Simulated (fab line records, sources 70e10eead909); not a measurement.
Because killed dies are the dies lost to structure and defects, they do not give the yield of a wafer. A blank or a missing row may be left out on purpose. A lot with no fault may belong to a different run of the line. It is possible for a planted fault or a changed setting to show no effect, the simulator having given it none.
fab line records	flow nand_harc
[record] lots = 24	wafers = 72	last_day = 33
route steps=1302 shown A_WL_FILL@956 A_CONTACT@1008
lots that met no fault: from a run of the same line without faults
start_h: start of the lot's first displayed wafer, in hours after the record's first day	wait_h: hours elapsed since this lot's preceding step	" repeats the value in the row above	L1.1+2: one row covering several wafers at once	- either no value or no given start	* or withheld: withheld	< > ~ a bound
route shown NAME@n: NAME is a module with steps in the file, n the number in the route of the first one	usual: mean and standard deviation over wafers with no fault	same: alike in all rows	chamber/n: place in a boat	sites: the reading at each site	_std_site: standard deviation of those values	_edge_site: inner sites' mean taken away from outer sites' mean	radius_mm: how far each site lies from the wafer's centre	mask NAME#n: copy n	behind: the last tool/chamber to shape the wafer	hold: why the lot was held/for how many hours/how that ended	device: transistor that didn't switch, given as n, p or np	end of line: tests of these same wafers at the route's end	for a step that has no rows: nothing shown but its recipe	killed: count of dies lost to structure and defects at first sort (not the wafer's yield)	map: dies across one wafer; x = killed, . = not, _ = none there
set.NAME: the setting the step ran with; set.NAME@STEP: the setting that earlier step ran with	model.NAME: the simulator's own value behind a step, which no gauge read
route steps across a sampled set of lots; one table per step, one row per wafer
services: when a tool's chamber went out of use (start_h, in hours from the record's first day, below 0 if earlier), for how many hours, and the reason
[[steps]]
[step NHARC_A_WL_FILL_CVD_03]
[recipe] target_thk_a = 400	temp_c = 300	pressure_torr = 40	wf6_flow_sccm = 40	h2_flow_sccm = 1600	ar_flow_sccm = 1560	time_s = 279	material = W
[usual] heater_power_w = 473/43	mfc_ar_sccm = 1559/4.7	throttle_valve_pct = 8.1/0.35
lot.wafer	tool	chamber	start_h	wait_h	heater_power_w	mfc_ar_sccm	throttle_valve_pct
L074.1	cvd_w-02	0	476.45	0.1	500	1562	7.8
L074.4	"	1	"	"	495	1557	8.1
L074.6	"	1	"	"	502	1559	8.2
L075.1	cvd_w-01	1	476.62	0.1	393	1555	8.6
L075.2	"	0	"	"	488	1559	8.0
L075.5	"	0	"	"	494	1558	7.9
L076.2	cvd_w-01	0	500.52	0.1	490	1558	8.2
L076.1	"	1	"	"	411	1551	8.5
L076.3	"	0	"	"	488	1562	8.1
L077.2	cvd_w-01	1	511.56	0.1	410	1567	8.5
L077.1	"	0	"	"	494	1546	8.3
L077.5	"	1	"	"	406	1557	8.4
L078.2	cvd_w-02	1	511.61	0.1	490	1559	8.5
L078.5	"	0	"	"	514	1557	7.4
L078.6	"	1	"	"	497	1567	8.5
L081.2	cvd_w-02	1	525.95	0.1	502	1565	8.4
L081.3	"	0	"	"	514	1554	7.7
L081.6	"	0	"	"	503	1562	7.5
L079.1	cvd_w-01	1	528.96	0.1	400	1561	8.7
L079.5	"	0	"	"	500	1564	8.1
L079.6	"	1	"	"	403	1560	8.6
L080.3	cvd_w-02	0	529.25	0.2	521	1552	7.8
L080.4	"	1	"	"	478	1557	8.3
L080.6	"	1	"	"	485	1556	8.3
L082.2	cvd_w-02	1	536.85	0.1	508	1566	8.5
L082.1	"	0	"	"	501	1560	7.9
L082.6	"	1	"	"	497	1563	8.3
L083.1	cvd_w-02	1	555.69	0.4	494	1571	8.3
L083.2	"	0	"	"	515	1558	7.5
L083.6	"	1	"	"	494	1564	8.3
L084.3	cvd_w-01	1	567.89	0.3	388	1559	8.3
L084.4	"	1	"	"	389	1563	8.3
L084.5	"	1	"	"	391	1559	8.5
L085.2	cvd_w-02	1	585.05	0.1	505	1556	8.0
L085.4	"	1	"	"	498	1563	8.4
L085.6	"	0	"	"	501	1553	7.8
L086.3	cvd_w-02	1	589.88	0.2	506	1555	8.5
L086.4	"	0	"	"	497	1565	7.7
L086.6	"	0	"	"	510	1558	7.8
L089.1	cvd_w-01	0	602.31	0.1	470	1564	8.0
L089.3	"	0	"	"	474	1553	8.0
L089.4	"	1	"	"	395	1558	8.2
L088.1	cvd_w-02	0	602.46	0.1	500	1551	7.7
L088.3	"	1	"	"	500	1553	8.2
L088.4	"	0	"	"	515	1560	7.5
L087.1	cvd_w-02	0	606.95	0.1	506	1561	7.4
L087.3	"	1	"	"	503	1561	8.6
L087.4	"	0	"	"	514	1555	7.4
L091.3	cvd_w-01	1	615.84	0.2	390	1554	8.2
L091.5	"	0	"	"	484	1556	8.1
L091.6	"	1	"	"	399	1558	8.4
L090.1	cvd_w-02	1	615.91	0.1	496	1546	8.3
L090.3	"	0	"	"	500	1555	7.7
L090.4	"	1	"	"	502	1550	8.4
L093.1	cvd_w-02	1	656.20	0.1	469	1565	7.9
L093.4	"	0	"	"	493	1555	7.4
L093.6	"	1	"	"	471	1564	8.4
L092.2	cvd_w-01	1	665.00	0.1	399	1554	8.5
L092.1	"	0	"	"	473	1558	8.2
L092.5	"	0	"	"	481	1559	8.4
L094.2	cvd_w-02	1	668.45	0.1	467	1561	8.3
L094.1	"	0	"	"	501	1560	7.6
L094.5	"	0	"	"	479	1566	7.8
L096.2	cvd_w-01	0	677.58	0.1	479	1554	8.1
L096.4	"	1	"	"	395	1560	8.4
L096.3	"	0	"	"	485	1552	8.2
L097.1	cvd_w-02	0	685.12	0.1	489	1561	7.8
L097.3	"	1	"	"	491	1565	8.2
L097.6	"	1	"	"	476	1569	8.0
L095.1	cvd_w-01	0	688.49	0.1	467	1560	7.9
L095.4	"	1	"	"	402	1563	8.3
L095.5	"	0	"	"	494	1555	8.3
[step NHARC_A_CONTACT_ETCH_114]
[recipe] source_w = withheld	pressure_mtorr = 20	bias_v = 3000	time_s = 190	target_depth_a = 18500	ar_flow_sccm = withheld	c4f8_flow_sccm = withheld	o2_flow_sccm = withheld	chemistry = C4F8/O2/Ar
[usual] chamber_pressure_mTorr = 19.999/0.019
lot.wafer	tool	chamber	start_h	wait_h	chamber_pressure_mTorr	rf_hours_counter_h
L075.1	har_cap_etch-03	0	506.77	0.1	19.975	40
L075.2	"	1	"	"	20.006	40
L075.5	"	1	"	"	20.020	-
L074.1	har_cap_etch-02	1	507.17	0.1	19.992	84
L074.4	"	1	"	"	20.011	-
L074.6	"	0	"	"	20.029	-
L076.2	har_cap_etch-02	0	526.30	0.1	19.978	88
L076.1	"	1	"	"	19.987	88
L076.3	"	0	"	"	20.018	-
L078.2	har_cap_etch-02	1	540.22	0.1	20.029	90
L078.6	"	0	"	"	19.970	-
L078.5	"	1	"	"	19.985	-
L077.1	har_cap_etch-03	1	540.59	0.1	19.986	47
L077.2	"	0	"	"	19.999	47
L077.5	"	0	"	"	20.020	-
L079.1	har_cap_etch-03	1	552.65	0.1	19.974	49
L079.5	"	1	"	"	19.987	-
L079.6	"	0	"	"	19.991	-
L081.2	har_cap_etch-01	0	553.50	0.1	19.984	7
L081.3	"	1	"	"	19.995	-
L081.6	"	1	"	"	19.991	-
L080.4	har_cap_etch-03	1	556.40	0.1	19.985	-
L080.3	"	0	"	"	19.976	-
L080.6	"	0	"	"	20.014	-
L082.2	har_cap_etch-03	0	565.03	0.1	20.003	54
L082.1	"	1	"	"	19.994	54
L082.6	"	0	"	"	19.985	-
L083.1	har_cap_etch-01	1	583.98	0.1	20.000	14
L083.2	"	0	"	"	19.999	14
L083.6	"	1	"	"	19.998	-
L084.3	har_cap_etch-01	1	596.33	0.1	20.018	-
L084.4	"	0	"	"	20.050	-
L084.5	"	1	"	"	20.004	-
L085.2	har_cap_etch-01	0	611.45	0.1	20.004	18
L085.4	"	0	"	"	20.021	-
L085.6	"	1	"	"	19.999	-
L086.4	har_cap_etch-03	0	615.66	0.1	19.977	-
L086.3	"	1	"	"	19.996	-
L086.6	"	1	"	"	19.986	-
L088.1	har_cap_etch-03	0	631.12	0.1	20.006	64
L088.3	"	1	"	"	19.963	-
L088.4	"	0	"	"	20.026	-
L087.1	har_cap_etch-01	1	631.19	0.1	20.009	22
L087.4	"	1	"	"	20.008	-
L087.3	"	0	"	"	19.974	-
L089.1	har_cap_etch-02	0	633.55	0.1	19.960	110
L089.4	"	1	"	"	19.986	-
L089.3	"	0	"	"	20.000	-
L091.3	har_cap_etch-02	0	645.84	0.1	20.015	-
L091.6	"	1	"	"	19.972	-
L091.5	"	0	"	"	19.987	-
L090.1	har_cap_etch-01	1	647.22	0.1	19.961	27
L090.3	"	0	"	"	20.031	-
L090.4	"	1	"	"	19.993	-
L093.1	har_cap_etch-01	1	683.08	0.1	19.980	32
L093.4	"	1	"	"	19.989	-
L093.6	"	0	"	"	20.033	-
L092.2	har_cap_etch-03	1	691.10	0.1	19.979	74
L092.1	"	0	"	"	20.015	74
L092.5	"	1	"	"	20.002	-
L094.1	har_cap_etch-01	0	695.68	0.1	19.995	34
L094.2	"	1	"	"	20.027	34
L094.5	"	0	"	"	20.043	-
L096.2	har_cap_etch-01	0	704.81	0.1	19.945	37
L096.3	"	1	"	"	20.028	-
L096.4	"	0	"	"	19.989	-
L097.1	har_cap_etch-01	1	711.54	0.1	20.039	39
L097.3	"	1	"	"	19.999	-
L097.6	"	0	"	"	20.011	-
L095.1	har_cap_etch-03	1	711.70	0.1	20.000	79
L095.4	"	0	"	"	20.002	-
L095.5	"	0	"	"	19.953	-
[step NHARC_A_CONTACT_ETCH_117]
[recipe] source_w = withheld	pressure_mtorr = 20	bias_v = 3000	time_s = 190	target_depth_a = 18500	ar_flow_sccm = withheld	c4f8_flow_sccm = withheld	o2_flow_sccm = withheld	chemistry = C4F8/O2/Ar
[usual] chamber_pressure_mTorr = 19.999/0.019
lot.wafer	tool	chamber	start_h	wait_h	chamber_pressure_mTorr	rf_hours_counter_h
L075.1	har_cap_etch-03	0	507.29	0.1	19.962	40
L075.2	"	1	"	"	20.021	40
L075.5	"	1	"	"	19.968	-
L074.1	har_cap_etch-02	1	507.69	0.1	20.014	84
L074.4	"	1	"	"	20.020	-
L074.6	"	0	"	"	19.999	-
L076.2	har_cap_etch-02	0	526.81	0.1	19.969	88
L076.1	"	1	"	"	20.001	88
L076.3	"	0	"	"	19.983	-
L078.2	har_cap_etch-02	1	540.73	0.1	19.991	90
L078.6	"	0	"	"	20.023	-
L078.5	"	1	"	"	19.994	-
L077.1	har_cap_etch-03	1	541.10	0.1	19.995	47
L077.2	"	0	"	"	20.029	47
L077.5	"	0	"	"	20.004	-
L079.1	har_cap_etch-03	1	553.16	0.1	19.971	49
L079.5	"	1	"	"	20.021	-
L079.6	"	0	"	"	19.982	-
L081.2	har_cap_etch-01	0	554.02	0.1	19.977	7
L081.3	"	1	"	"	19.986	-
L081.6	"	1	"	"	19.991	-
L080.4	har_cap_etch-03	1	556.92	0.1	19.984	-
L080.3	"	0	"	"	19.985	-
L080.6	"	0	"	"	20.026	-
L082.2	har_cap_etch-03	0	565.54	0.1	19.985	54
L082.1	"	1	"	"	20.009	54
L082.6	"	0	"	"	20.021	-
L083.1	har_cap_etch-01	1	584.49	0.1	20.019	14
L083.2	"	0	"	"	20.022	14
L083.6	"	1	"	"	19.994	-
L084.3	har_cap_etch-01	1	596.84	0.1	19.979	-
L084.4	"	0	"	"	19.975	-
L084.5	"	1	"	"	19.996	-
L085.2	har_cap_etch-01	0	611.96	0.1	19.990	19
L085.4	"	0	"	"	20.043	-
L085.6	"	1	"	"	20.031	-
L086.4	har_cap_etch-03	0	616.18	0.1	19.984	-
L086.3	"	1	"	"	19.975	-
L086.6	"	1	"	"	19.999	-
L088.1	har_cap_etch-03	0	631.63	0.1	19.991	64
L088.3	"	1	"	"	20.021	-
L088.4	"	0	"	"	19.991	-
L087.1	har_cap_etch-01	1	631.70	0.1	20.002	23
L087.4	"	1	"	"	19.960	-
L087.3	"	0	"	"	19.998	-
L089.1	har_cap_etch-02	0	634.06	0.1	19.988	110
L089.4	"	1	"	"	20.001	-
L089.3	"	0	"	"	19.997	-
L091.3	har_cap_etch-02	0	646.35	0.1	19.992	-
L091.6	"	1	"	"	20.035	-
L091.5	"	0	"	"	19.997	-
L090.1	har_cap_etch-01	1	647.74	0.1	20.002	27
L090.3	"	0	"	"	20.003	-
L090.4	"	1	"	"	19.994	-
L093.1	har_cap_etch-01	1	683.60	0.1	20.003	32
L093.4	"	1	"	"	19.955	-
L093.6	"	0	"	"	20.032	-
L092.2	har_cap_etch-03	1	691.61	0.1	20.020	74
L092.1	"	0	"	"	20.018	74
L092.5	"	1	"	"	20.007	-
L094.1	har_cap_etch-01	0	696.20	0.1	19.997	35
L094.2	"	1	"	"	20.019	35
L094.5	"	0	"	"	19.998	-
L096.2	har_cap_etch-01	0	705.32	0.1	20.019	37
L096.3	"	1	"	"	20.028	-
L096.4	"	0	"	"	20.016	-
L097.1	har_cap_etch-01	1	712.05	0.1	20.000	39
L097.3	"	1	"	"	19.984	-
L097.6	"	0	"	"	20.003	-
L095.1	har_cap_etch-03	1	712.21	0.1	19.995	80
L095.4	"	0	"	"	20.013	-
L095.5	"	0	"	"	20.007	-
[step NHARC_A_CONTACT_ETCH_119]
[recipe] source_w = withheld	pressure_mtorr = 20	bias_v = 3000	time_s = 190	target_depth_a = 18500	ar_flow_sccm = withheld	c4f8_flow_sccm = withheld	o2_flow_sccm = withheld	chemistry = C4F8/O2/Ar
[usual] chamber_pressure_mTorr = 20.001/0.018
lot.wafer	tool	chamber	start_h	wait_h	chamber_pressure_mTorr	rf_hours_counter_h
L075.1	har_cap_etch-03	0	507.63	0.1	20.004	41
L075.2	"	1	"	"	19.971	41
L075.5	"	1	"	"	19.974	-
L074.1	har_cap_etch-02	1	508.03	0.1	19.989	84
L074.4	"	1	"	"	19.985	-
L074.6	"	0	"	"	19.999	-
L076.2	har_cap_etch-02	0	527.15	0.1	20.025	88
L076.1	"	1	"	"	20.016	88
L076.3	"	0	"	"	20.003	-
L078.2	har_cap_etch-02	1	541.08	0.1	20.030	91
L078.6	"	0	"	"	20.014	-
L078.5	"	1	"	"	20.006	-
L077.1	har_cap_etch-03	1	541.44	0.1	19.942	48
L077.2	"	0	"	"	19.989	48
L077.5	"	0	"	"	20.032	-
L079.1	har_cap_etch-03	1	553.50	0.1	20.020	50
L079.5	"	1	"	"	20.018	-
L079.6	"	0	"	"	19.997	-
L081.2	har_cap_etch-01	0	554.36	0.1	20.009	7
L081.3	"	1	"	"	20.033	-
L081.6	"	1	"	"	20.030	-
L080.4	har_cap_etch-03	1	557.26	0.1	19.998	-
L080.3	"	0	"	"	20.021	-
L080.6	"	0	"	"	19.995	-
L082.2	har_cap_etch-03	0	565.89	0.1	19.989	54
L082.1	"	1	"	"	20.003	54
L082.6	"	0	"	"	20.006	-
L083.1	har_cap_etch-01	1	584.83	0.1	20.001	15
L083.2	"	0	"	"	20.000	15
L083.6	"	1	"	"	19.988	-
L084.3	har_cap_etch-01	1	597.19	0.1	20.015	-
L084.4	"	0	"	"	20.005	-
L084.5	"	1	"	"	19.985	-
L085.2	har_cap_etch-01	0	612.30	0.1	20.007	19
L085.4	"	0	"	"	19.994	-
L085.6	"	1	"	"	19.974	-
L086.4	har_cap_etch-03	0	616.52	0.1	20.023	-
L086.3	"	1	"	"	20.005	-
L086.6	"	1	"	"	19.993	-
L088.1	har_cap_etch-03	0	631.98	0.1	19.995	64
L088.3	"	1	"	"	19.954	-
L088.4	"	0	"	"	20.007	-
L087.1	har_cap_etch-01	1	632.04	0.1	20.014	23
L087.4	"	1	"	"	19.992	-
L087.3	"	0	"	"	20.007	-
L089.1	har_cap_etch-02	0	634.40	0.1	19.991	111
L089.4	"	1	"	"	20.009	-
L089.3	"	0	"	"	20.009	-
L091.3	har_cap_etch-02	0	646.69	0.1	20.005	-
L091.6	"	1	"	"	20.022	-
L091.5	"	0	"	"	20.005	-
L090.1	har_cap_etch-01	1	648.08	0.1	20.007	27
L090.3	"	0	"	"	20.009	-
L090.4	"	1	"	"	19.989	-
L093.1	har_cap_etch-01	1	683.94	0.1	19.993	33
L093.4	"	1	"	"	19.991	-
L093.6	"	0	"	"	20.007	-
L092.2	har_cap_etch-03	1	691.96	0.1	20.016	75
L092.1	"	0	"	"	19.989	75
L092.5	"	1	"	"	19.990	-
L094.1	har_cap_etch-01	0	696.54	0.1	19.975	35
L094.2	"	1	"	"	19.981	35
L094.5	"	0	"	"	19.997	-
L096.2	har_cap_etch-01	0	705.67	0.1	20.019	37
L096.3	"	1	"	"	20.025	-
L096.4	"	0	"	"	20.019	-
L097.1	har_cap_etch-01	1	712.39	0.1	19.973	40
L097.3	"	1	"	"	19.988	-
L097.6	"	0	"	"	20.017	-
L095.1	har_cap_etch-03	1	712.55	0.1	20.014	80
L095.4	"	0	"	"	20.004	-
L095.5	"	0	"	"	19.987	-
[step NHARC_A_CONTACT_ETCH_102]
[recipe] target_depth_a = 1000	overetch_a = 100	time_s = 55	ion_energy_ev = 100	cf4_flow_sccm = 80	o2_flow_sccm = 20	ar_flow_sccm = 0	rf_w = 300	bias_w = 100	chemistry = CF4/O2
[usual] bias_w = 99.99/0.28	chamber_pressure_mTorr = 30.002/0.027	drypump_motor_current_A = 5.8/0.4	mfc_ar_sccm = 0.007/0.011	oes_product_au = 0.996/0.012	rf_vpp_V = 197.3/1.7	showerhead_plenum_p_Torr = 1.32/0.073	throttle_valve_pct = 13.397/0.0079
lot.wafer	tool	chamber	start_h	wait_h	bias_w	chamber_pressure_mTorr	drypump_motor_current_A	mfc_ar_sccm	oes_product_au	rf_hours_counter_h	rf_vpp_V	showerhead_plenum_p_Torr	throttle_valve_pct
L075.2	rie_diel-06	2	509.84	0.1	100.37	30.027	5.2	0	0.985	5	200.6	1.43	13.388
L075.1	"	3	"	"	100.12	29.986	6.0	0.006	1.015	5	198.4	1.36	13.397
L075.5	"	1	"	"	99.86	29.998	6.7	0.039	0.984	-	198.8	1.42	13.397
L074.1	rie_diel-02	2	510.23	0.1	99.65	30.031	5.8	0	0.999	15	196.2	1.24	13.395
L074.6	"	3	"	"	99.69	30.007	5.9	0.005	0.997	-	195.6	1.25	13.392
L074.4	"	0	"	"	100.12	30.009	6.0	0.016	0.985	-	199.2	1.41	13.383
L076.3	rie_diel-01	3	529.35	0.1	99.58	29.975	5.2	0	1.006	44	195.9	1.26	13.393
L076.2	"	0	"	"	99.80	30.036	5.0	0	0.992	46	196.6	1.31	13.406
L076.1	"	1	"	"	100.09	30.020	6.4	0.022	0.972	53	198.4	1.36	13.391
L078.2	rie_diel-06	1	543.30	0.1	99.97	29.957	6.8	0.039	0.991	16	200.9	1.42	13.394
L078.5	"	0	"	"	100.40	29.950	5.8	0	1.011	-	198.6	1.37	13.383
L078.6	"	1	"	"	99.38	29.974	6.8	0.039	0.989	-	199.7	1.42	13.387
L077.1	rie_diel-02	0	544.10	0.5	100.09	30.029	6.0	0.016	0.997	22	199.7	1.41	13.407
L077.2	"	1	"	"	100.38	30.001	5.7	0	0.996	17	197.1	1.25	13.396
L077.5	"	2	"	"	99.74	29.996	5.8	0	1.022	-	196.1	1.24	13.385
L079.1	rie_diel-02	1	555.67	0.1	99.93	30.073	5.7	0	1.001	20	196.7	1.25	13.411
L079.6	"	0	"	"	100.33	29.985	6.0	0.016	0.977	-	200.6	1.41	13.400
L079.5	"	1	"	"	99.97	29.943	5.7	0	0.991	-	195.9	1.25	13.387
L081.3	rie_diel-02	2	556.56	0.1	99.74	29.986	5.8	0	1.011	26	196.6	1.24	13.391
L081.2	"	3	"	"	100.00	30.007	5.9	0.005	0.982	23	196.2	1.25	13.410
L081.6	"	1	"	"	100.20	29.967	5.7	0	1.003	-	195.8	1.25	13.393
L080.4	rie_diel-06	3	559.45	0.1	99.49	30.015	6.0	0.006	1.019	22	197.1	1.36	13.392
L080.3	"	0	"	"	99.85	30.056	5.7	0	0.998	23	197.9	1.37	13.403
L080.6	"	2	"	"	100.04	30.012	5.3	0	0.983	-	200.1	1.43	13.387
L082.2	rie_diel-02	2	568.59	0.1	100.36	29.987	5.8	0	1.011	29	197.1	1.24	13.400
L082.1	"	1	"	"	99.84	30.023	5.7	0	1.003	23	196.7	1.25	13.384
L082.6	"	2	"	"	100.10	30.025	5.8	0	1.017	-	195.1	1.24	13.394
L083.2	rie_diel-01	0	587.00	0.1	99.82	30.009	5.0	0	0.992	12	196.9	1.31	13.419
L083.1	"	2	"	"	100.12	29.943	5.7	0	1.003	4	196.5	1.27	13.406
L083.6	"	1	"	"	99.97	29.969	6.4	0.022	0.973	-	200.2	1.36	13.397
L084.4	rie_diel-02	2	599.30	0.0	100.46	30.024	5.8	0	1.005	4	195.9	1.24	13.405
L084.3	"	3	"	"	99.83	30.067	5.9	0.005	0.987	4	195.5	1.25	13.389
L084.5	"	3	"	"	100.73	30.026	5.9	0.005	0.999	-	196.6	1.25	13.396
L085.2	rie_diel-01	1	614.47	0.1	100.18	29.988	6.4	0.022	0.981	18	197.0	1.36	13.407
L085.4	"	3	"	"	100.49	29.969	5.2	0	0.997	18	195.3	1.25	13.398
L085.6	"	1	"	"	99.96	30.013	6.4	0.022	0.981	-	198.9	1.36	13.391
L086.4	rie_diel-06	3	618.69	0.1	100.75	30.016	6.1	0.006	1.023	41	197.5	1.35	13.394
L086.3	"	2	"	"	99.89	30.057	5.2	0	0.984	41	199.5	1.42	13.385
L086.6	"	3	"	"	100.18	29.950	6.0	0.006	1.021	-	198.3	1.35	13.394
L088.3	rie_diel-02	1	634.11	0.1	99.70	30.028	5.7	0	0.989	9	195.1	1.25	13.396
L088.1	"	2	"	"	100.45	29.997	5.8	0	1.003	9	194.6	1.24	13.394
L088.4	"	3	"	"	100.47	29.979	5.8	0.005	0.973	6	196.9	1.25	13.389
L087.3	rie_diel-06	0	634.50	0.1	99.61	30.026	5.7	0	1.003	46	199.4	1.36	13.407
L087.1	"	1	"	"	99.60	29.997	6.7	0.039	0.992	46	197.8	1.41	13.402
L087.4	"	2	"	"	99.94	30.007	5.3	0	0.988	49	198.5	1.42	13.410
L089.3	rie_diel-02	0	636.56	0.1	100.08	30.018	6.0	0.016	0.996	8	198.9	1.41	13.397
L089.4	"	1	"	"	99.60	30.038	5.7	0	0.999	9	194.7	1.25	13.403
L089.1	"	2	"	"	100.00	30.040	5.8	0	1.012	9	196.3	1.24	13.391
L091.3	rie_diel-02	2	648.78	0.1	99.97	30.014	5.8	0	1.000	13	194.1	1.24	13.392
L091.6	"	2	"	"	100.05	29.979	5.8	0	1.009	-	196.4	1.24	13.379
L091.5	"	3	"	"	100.33	29.990	5.9	0.005	0.985	-	197.1	1.25	13.404
L090.1	rie_diel-02	2	650.32	0.1	100.08	29.997	5.8	0	1.006	13	196.8	1.24	13.398
L090.4	"	3	"	"	100.35	30.032	5.8	0.005	0.982	11	196.2	1.25	13.403
L090.3	"	1	"	"	99.76	29.999	5.7	0	0.998	13	196.4	1.25	13.396
L093.1	rie_diel-06	2	686.09	0.1	99.46	29.954	5.2	0	0.976	5	198.2	1.42	13.403
L093.4	"	3	"	"	99.42	30.035	6.0	0.006	0.997	4	197.7	1.35	13.383
L093.6	"	3	"	"	99.96	30.029	6.0	0.006	1.006	-	198.0	1.35	13.387
L092.2	rie_diel-06	2	694.13	0.1	100.15	29.986	5.2	0	0.977	7	199.0	1.42	13.397
L092.1	"	1	"	"	99.91	30.016	6.8	0.039	0.986	8	198.0	1.41	13.393
L092.5	"	3	"	"	99.97	30.005	6.1	0.006	1.006	-	197.8	1.35	13.391
L094.2	rie_diel-01	2	698.73	0.1	99.77	29.999	5.7	0	0.996	38	196.9	1.26	13.394
L094.1	"	3	"	"	100.42	29.991	5.2	0	0.983	45	196.9	1.25	13.393
L094.5	"	0	"	"	100.16	29.971	5.0	0	0.996	-	197.6	1.30	13.387
L096.4	rie_diel-02	2	707.97	0.1	100.27	30.029	5.8	0	1.006	23	195.4	1.23	13.405
L096.2	"	3	"	"	99.86	30.038	5.9	0.005	0.985	20	195.6	1.25	13.411
L096.3	"	0	"	"	100.24	29.972	6.0	0.016	0.992	21	197.6	1.41	13.393
L097.1	rie_diel-02	3	714.59	0.1	99.76	30.006	5.9	0.005	0.994	22	195.8	1.25	13.407
L097.3	"	0	"	"	99.66	30.005	6.0	0.016	1.004	23	200.8	1.41	13.401
L097.6	"	2	"	"	99.90	30.020	5.8	0	1.026	-	196.2	1.23	13.398
L095.1	rie_diel-02	0	714.90	0.1	99.82	29.979	6.0	0.016	1.003	23	199.2	1.40	13.386
L095.4	"	2	"	"	99.96	30.001	5.8	0	1.016	26	194.9	1.23	13.401
L095.5	"	0	"	"	99.78	29.982	6.0	0.016	1.009	-	198.2	1.41	13.404
[step NHARC_A_CONTACT_OVL_MEAS_70]
[usual] overlay_x_nm = -0.2/0.84	overlay_y_nm = -0.2/0.87
lot.wafer	tool	chamber	start_h	wait_h	overlay_x_nm	overlay_y_nm
L075.1	overlay-02	-	514.59	-	-0.1	0.0
L075.2	"	-	"	"	0.1	0.0
L075.5	"	-	"	"	-0.2	0.0
L074.1	overlay-02	-	516.18	-	-0.9	-0.9
L074.4	"	-	"	"	-0.2	-0.3
L074.6	"	-	"	"	-1.3	-0.7
L076.1	overlay-02	-	534.06	-	0.0	-0.1
L076.2	"	-	"	"	-0.3	0.0
L076.3	"	-	"	"	0.2	-0.6
L078.2	overlay-01	-	548.52	-	-1.3	0.3
L078.5	"	-	"	"	-1.0	-0.1
L078.6	"	-	"	"	-1.1	-0.2
L077.1	overlay-01	-	551.69	-	1.3	-0.6
L077.2	"	-	"	"	0.5	-0.9
L077.5	"	-	"	"	1.3	-0.9
L079.1	overlay-02	-	562.04	-	0.6	1.8
L079.5	"	-	"	"	0.0	1.2
L079.6	"	-	"	"	-0.1	1.1
L081.2	overlay-02	-	565.52	-	-1.1	0.9
L081.3	"	-	"	"	-1.3	0.9
L081.6	"	-	"	"	-1.2	0.8
L080.3	overlay-01	-	566.88	-	-0.8	-1.0
L080.4	"	-	"	"	-1.3	-0.8
L080.6	"	-	"	"	-0.6	-1.3
L082.1	overlay-02	-	575.63	-	0.1	0.4
L082.2	"	-	"	"	-0.1	0.4
L082.6	"	-	"	"	0.4	1.0
L083.1	overlay-01	-	591.79	-	0.9	0.0
L083.2	"	-	"	"	0.6	-0.6
L083.6	"	-	"	"	0.7	-0.3
L084.3	overlay-02	-	604.53	-	-0.7	-1.2
L084.4	"	-	"	"	0.0	-1.3
L084.5	"	-	"	"	-0.2	-1.6
L085.2	overlay-02	-	619.07	-	-1.3	0.5
L085.4	"	-	"	"	-2.3	-0.1
L085.6	"	-	"	"	-1.7	0.2
L086.3	overlay-01	-	623.37	-	0.8	0.7
L086.4	"	-	"	"	0.5	1.2
L086.6	"	-	"	"	0.0	1.2
L088.1	overlay-01	-	638.76	-	-0.3	-2.0
L088.3	"	-	"	"	-1.2	-2.5
L088.4	"	-	"	"	-1.5	-2.2
L087.1	overlay-02	-	640.79	-	-1.7	0.1
L087.3	"	-	"	"	-1.1	0.6
L087.4	"	-	"	"	-0.9	0.5
L089.1	overlay-02	-	646.34	-	0.7	-0.3
L089.3	"	-	"	"	1.8	0.0
L089.4	"	-	"	"	1.1	0.1
L091.3	overlay-02	-	655.36	-	0.0	-0.7
L091.5	"	-	"	"	0.0	-0.7
L091.6	"	-	"	"	-0.5	-0.6
L090.1	overlay-01	-	657.04	-	1.1	-0.4
L090.3	"	-	"	"	0.8	-0.4
L090.4	"	-	"	"	0.7	-0.7
L093.1	overlay-01	-	690.79	-	-0.1	-0.2
L093.4	"	-	"	"	-0.7	0.0
L093.6	"	-	"	"	-1.3	-0.3
L092.1	overlay-02	-	698.89	-	-0.6	-0.8
L092.2	"	-	"	"	-0.9	-0.7
L092.5	"	-	"	"	-1.2	-0.8
L094.1	overlay-01	-	704.28	-	0.0	0.1
L094.2	"	-	"	"	0.3	0.1
L094.5	"	-	"	"	0.2	-0.8
L096.2	overlay-01	-	712.59	-	-0.2	-0.9
L096.3	"	-	"	"	-0.3	-1.2
L096.4	"	-	"	"	0.4	-0.7
L097.1	overlay-01	-	719.33	-	-0.2	0.2
L097.3	"	-	"	"	0.4	0.1
L097.6	"	-	"	"	0.0	0.4
L095.1	overlay-01	-	719.63	-	-1.3	1.2
L095.4	"	-	"	"	-1.1	0.5
L095.5	"	-	"	"	-1.0	1.0
[[services]]
tool	chamber	start_h	hours	kind
cvd_w-02	0	463.37	-	clean
rie_diel-06	-	484.32	9.0	pm
rie_diel-02	1	490.68	29.6	repair
har_cap_etch-01	-	497.00	17.0	pm
har_cap_etch-01	0	497.00	17.0	vent_cycle
har_cap_etch-01	1	497.00	17.0	vent_cycle
har_cap_etch-01	0	514.00	-	clean
har_cap_etch-01	1	514.00	-	clean
rie_diel-02	3	533.19	15.8	repair
cvd_w-01	-	547.00	13.0	pm
rie_diel-01	-	558.16	9.0	pm
cvd_w-01	0	563.77	17.3	repair
rie_diel-02	-	571.27	9.0	pm
har_cap_etch-02	-	575.92	1.2	repair
cvd_w-01	1	578.98	6.6	repair
har_cap_etch-02	-	592.77	0.2	repair
cvd_w-01	-	605.24	1.0	repair
rie_diel-06	0	608.46	4.5	repair
rie_diel-02	3	610.42	14.1	repair
cvd_w-01	-	624.46	2.1	repair
cvd_w-02	-	631.37	13.0	pm
rie_diel-01	1	638.37	6.7	repair
rie_diel-06	-	661.47	9.0	pm
cvd_w-02	0	688.02	8.1	repair
[[key]]
fault none
